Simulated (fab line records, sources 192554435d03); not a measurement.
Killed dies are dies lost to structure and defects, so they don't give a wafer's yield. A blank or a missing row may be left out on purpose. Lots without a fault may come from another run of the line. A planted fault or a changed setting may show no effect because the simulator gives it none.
Split-lot experiment | flow n5_finfet | 7 lots, 39 wafers read, on a route of 1938 steps

THE SPLIT
At N5_MOL_CONTACT_COAG_ETCHBACK_136 (etches SiO2 in CHF3, target depth 25 nm, time 16.7 s), the setting target_depth_a was moved away from the recipe's 250 angstrom on 6 of the 39 wafers read, by -59.3% to +30.5%. The other wafers ran this setting at the recipe's value.

FROM THE SPLIT TO THE READING: what the file shows between them, 2 steps
- N5_MOL_CONTACT_COAG_STRIP_120: strips in CHF3
- N5_MOL_CONTACT_COAG_VIA_ETCH_117: etches SiO2 in C4F6/O2, target depth 40 nm, overetch 8 nm, time 26 s

THE READING
SOC_of_MOL_CONTACT_COAG_COAT_62.thk_nm (the simulator's own value, which no gauge read), in nm, at N5_MOL_CONTACT_COAG_ETCH_124 (etches SiNx in CH3F/O2, stops on SiOC, target depth 6.5 nm). The file gives no usual value for it. The 33 wafers here that ran the recipe average 48.3 nm, standard deviation 0.31 nm.

wafer  | tool, chamber at the split | target_depth_a as run, angstrom | against the recipe | SOC_of_MOL_CONTACT_COAG_COAT_62.thk_nm, nm | against lot-mates on the recipe
L079.1 | rie_diel-04, 3             | 101.8                           | -59.3%             | 50.6                                       | +2.0
L079.2 | rie_diel-04, 1,2,0         | 250                             | recipe             | 48.8                                       | -
L079.3 | rie_diel-04, 1,2,0         | 250                             | recipe             | 48.6                                       | -
L079.4 | rie_diel-04, 0,1           | 101.8                           | -59.3%             | 50                                         | +1.4
L079.5 | rie_diel-04, 1,2,0         | 250                             | recipe             | 48.4                                       | -
L079.6 | rie_diel-04, 0,1           | 101.8                           | -59.3%             | 50.4                                       | +1.8
L082.1 | rie_diel-05, 0,3,0         | 250                             | recipe             | 48.4                                       | -
L082.3 | rie_diel-05, 3,1,2         | 250                             | recipe             | 48.4                                       | -
L082.6 | rie_diel-05, 0,3,0         | 250                             | recipe             | 48.4                                       | -
L082.2 | rie_diel-05, 3,1,2         | 250                             | recipe             | 48.6                                       | -
L082.4 | rie_diel-05, 3,1,2         | 250                             | recipe             | 48.6                                       | -
L082.5 | rie_diel-05, 0,3,0         | 250                             | recipe             | 48.2                                       | -
L083.1 | rie_diel-05, 3             | 326.2                           | +30.5%             | 47.4                                       | -0.9
L083.5 | rie_diel-05, 3             | 326.2                           | +30.5%             | 47.4                                       | -0.9
L083.2 | rie_diel-05, 0             | 326.2                           | +30.5%             | 47.6                                       | -0.7
L083.3 | rie_diel-05, 2,1           | 250                             | recipe             | 48.4                                       | -
L083.4 | rie_diel-05, 2,1           | 250                             | recipe             | 48.2                                       | -
L083.6 | rie_diel-05, 2             | 250                             | recipe             | 48.2                                       | -
L084.1 | rie_diel-05, 0,3,2         | 250                             | recipe             | 48.8                                       | -
L084.3 | rie_diel-05, 0,3,2         | 250                             | recipe             | 48.8                                       | -
L084.4 | rie_diel-05, 1,2,3         | 250                             | recipe             | 48.8                                       | -
L084.5 | rie_diel-05, 0,3,2         | 250                             | recipe             | 48.8                                       | -
L084.2 | rie_diel-05, 1,2,3         | 250                             | recipe             | 48.4                                       | -
L084.6 | rie_diel-05, 1,2,3         | 250                             | recipe             | 48.6                                       | -
L092.1 | rie_diel-04, 1,2           | 250                             | recipe             | 48.2                                       | -
L092.2 | rie_diel-04, 3,0,2         | 250                             | recipe             | 48.2                                       | -
L092.5 | rie_diel-04, 3,0,2         | 250                             | recipe             | 48.2                                       | -
L092.3 | rie_diel-04, 1,2           | 250                             | recipe             | 47.8                                       | -
L092.4 | rie_diel-04, 3,0,2         | 250                             | recipe             | 48                                         | -
L092.6 | rie_diel-04, 1             | 250                             | recipe             | 48                                         | -
L096.2 | rie_diel-03, 1             | 250                             | recipe             | 48.6                                       | -
L096.3 | rie_diel-03, 3             | 250                             | recipe             | 47.6                                       | -
L096.6 | rie_diel-03, 3             | 250                             | recipe             | 47.8                                       | -
L097.1 | rie_diel-04, 2,0,1         | 250                             | recipe             | 48                                         | -
L097.4 | rie_diel-04, 2,0,1         | 250                             | recipe             | 48                                         | -
L097.2 | rie_diel-04, 0,1,2         | 250                             | recipe             | 48.2                                       | -
L097.5 | rie_diel-04, 0,1,2         | 250                             | recipe             | 48.2                                       | -
L097.3 | rie_diel-04, 0,1,2         | 250                             | recipe             | 48.6                                       | -
L097.6 | rie_diel-04, 2,0,1         | 250                             | recipe             | 48.4                                       | -
Where a row lists several chambers, the file gives one row for several wafers and doesn't say which wafer went through which chamber.

THE FIT
A straight line over all 39 wafers: SOC_of_MOL_CONTACT_COAG_COAT_62.thk_nm changes by -0.0325 nm for each +1% of target_depth_a; r = -0.89; the points scatter about the line by 0.31 nm.
The same after taking each lot's own level away (the mean of its wafers on the recipe; 39 wafers): -0.0286 nm for each +1%; r = -0.93; scatter 0.21 nm.
On that fit, the largest move of target_depth_a shifts the reading by 1.7 nm.
The lots' own levels span 48.00 to 48.70 nm, that is 2.2 times the standard deviation above.
So the lot-to-lot level changes the slope: the two fits differ.
Check: with one of the wafers moved furthest among these (-59.3%) left out of the fit, the line predicts +1.59 nm for it against its lot-mates. It came out at +2 nm against them.

OTHER SPLITS ON THESE WAFERS
These wafers also went through other splits before the reading. Each is held against what the fit with the lots' levels taken away leaves over:
other split on the same wafers | wafers away from the commonest value | r with SOC_of_MOL_CONTACT_COAG_COAT_62.thk_nm (lot level and that fit taken away)
N5_SD_EPI_N_DESCUM_14 time_s   | 18                                   | -0.05
N5_SDB_ALD_29 ald_cycles       | 18                                   | -0.09

THE WHOLE CHAIN: every reading that the file lists as answering this split, in the file's order
step                             | what it does                                                         | reading                                                                                 | change (the file's fit)                | r (the file's)
N5_MOL_CONTACT_COAG_ETCHBACK_136 | etches SiO2 in CHF3, target depth 25 nm, time 16.7 s                 | SOC_of_MOL_CONTACT_COAG_COAT_62.thk_nm (the simulator's own value, which no gauge read) | -0.0282 nm for each +1% of the setting | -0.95
N5_MOL_CONTACT_COAG_VIA_ETCH_117 | etches SiO2 in C4F6/O2, target depth 40 nm, overetch 8 nm, time 26 s | etch.depth_nm (the simulator's own value, which no gauge read)                          | -0.167 nm for each +1% of the setting  | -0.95
N5_MOL_CONTACT_COAG_VIA_ETCH_117 | etches SiO2 in C4F6/O2, target depth 40 nm, overetch 8 nm, time 26 s | MOL_CONTACT_COAG.feature_depth_nm (the simulator's own value, which no gauge read)      | -0.167 nm for each +1% of the setting  | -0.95
N5_MOL_CONTACT_COAG_ETCH_124     | etches SiNx in CH3F/O2, stops on SiOC, target depth 6.5 nm           | SOC_of_MOL_CONTACT_COAG_COAT_62.thk_nm (the simulator's own value, which no gauge read) | -0.0286 nm for each +1% of the setting | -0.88

THE FILE'S OWN FIT
SOC_of_MOL_CONTACT_COAG_COAT_62.thk_nm changes by -0.0286 nm for each +1% of target_depth_a, r = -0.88.
